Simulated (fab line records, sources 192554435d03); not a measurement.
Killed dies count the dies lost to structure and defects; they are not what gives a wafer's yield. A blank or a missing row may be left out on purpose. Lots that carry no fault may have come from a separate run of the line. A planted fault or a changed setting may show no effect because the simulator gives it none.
Problem report in the 8D (eight disciplines) form, filled by code || flow n5 finfet || the parts of the form that need people (team, actions taken, sign-off) are left out

1. THE ISSUE
rf fwd power W at N5_MIM_BOT_ETCH_ETCH_04 reads a mean of 405.2 W on 2 wafers of 2 lots; wafers without a fault read 531.6 W with a standard deviation of 1.9. That is -67 standard deviations from the usual mean.
The step: etches SiNx in CF4/O2, target depth 26 nm, time 13 s.
Earliest sighting: wafer L550.1 on rie diel-06 at day 16 00:53. Wafers with a number at this step in the record: 30, from 10 lots. Rule for "out", or "out of limits": more than 4 standard deviations from the usual mean. The rest of the wafers with a number are treated as sound.

2. WHAT IT IS AND WHAT IT IS NOT
{"question": "which readings at this step", "is": "rf fwd power W, rf vpp V", "is not": "O2_flow_sccm, drypump motor current A, showerhead plenum p Torr, throttle valve pct"}
{"question": "which lots", "is": "L550, L552", "is not": "L539, L540, L543, L544, L555, L557, L558, L559"}
{"question": "which wafers of those lots", "is": "L550.1, L552.5", "is not": "L550.3, L550.5, L552.2, L552.6"}
{"question": "read on which tools", "is": "rie diel-06", "is not": "rie diel-02, rie diel-05"}
{"question": "when", "is": "from day 16 00:53", "is not": "up to then (14 sound wafers); but 14 sound wafers of L552, L555, L557, L558, L559 came after"}

3. WHAT RULES OUT EACH SUSPECT
Counting: any tool at a process step up to the reading remains a suspect provided it ran every lot that is out. Sound lots after the first of them don't rule it out here, since some wafers of a struck lot are sound.
- rie diel-05 at N5_MIM_TOP_LITHO_DESCUM_10 (chemistry O2, time 7.9 s): kept. It ran every lot that is out, first L550 (day 15 23:57).
- rie diel-06 at N5_MIM_BOT_ETCH_ETCH_04 (etches SiNx in CF4/O2, target depth 26 nm, time 13 s): kept. Every lot that is out went through it, the first being L550 (day 16 00:53); the last sound lot it ran before that was L539 (day 12 08:46). On those wafers its own readings are out: rf fwd power W, rf vpp V.
- rie diel-06, N5_MIM_BOT_ETCH_ETCH_04: wafers that are out in chamber 3, sound lot-mates in chambers 0, 2.
After counting, rie diel-05 at N5_MIM_TOP_LITHO_DESCUM_10 and rie diel-06 at N5_MIM_BOT_ETCH_ETCH_04 remain.

4. THE CAUSE (what the simulator had put in)
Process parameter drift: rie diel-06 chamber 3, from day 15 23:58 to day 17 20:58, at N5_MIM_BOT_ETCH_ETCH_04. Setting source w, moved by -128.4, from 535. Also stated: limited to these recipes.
This tool is one of the 2 suspects left after counting.

5. THE CHAIN OF EFFECTS, in route order
Each row: a reading where the mean over the struck wafers with a number is more than 3 standard deviations away from the usual. Only readings whose record carries a usual standard deviation are examined. hours: median over the lots of the time between each lot's start at the first step of this table that gives one and its start at this step. sigmas: the change, counted in usual standard deviations.
{"hours": 0, "step": "N5_MIM_BOT_ETCH_ETCH_04", "reading": "oes_f_703_au", "usual": "0.77 a.u.", "on struck wafers": 0.48, "change": -0.29, "sigmas": -3.3}
{"hours": 0, "step": "N5_MIM_BOT_ETCH_ETCH_04", "reading": "rf fwd power W", "usual": "531.6 W", "on struck wafers": 405.2, "change": -126.4, "sigmas": -67}
{"hours": 0, "step": "N5_MIM_BOT_ETCH_ETCH_04", "reading": "rf vpp V", "usual": "243 V", "on struck wafers": 279, "change": "+36", "sigmas": "+7.7"}
Process steps it contains:
- N5_MIM_BOT_ETCH_ETCH_04: etches SiNx in CF4/O2, target depth 26 nm, time 13 s.

6. WHAT WOULD HAVE CAUGHT IT SOONER
In this record the first reading out of limits was taken at day 16 00:53, 1 hour after the fault began at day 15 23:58.
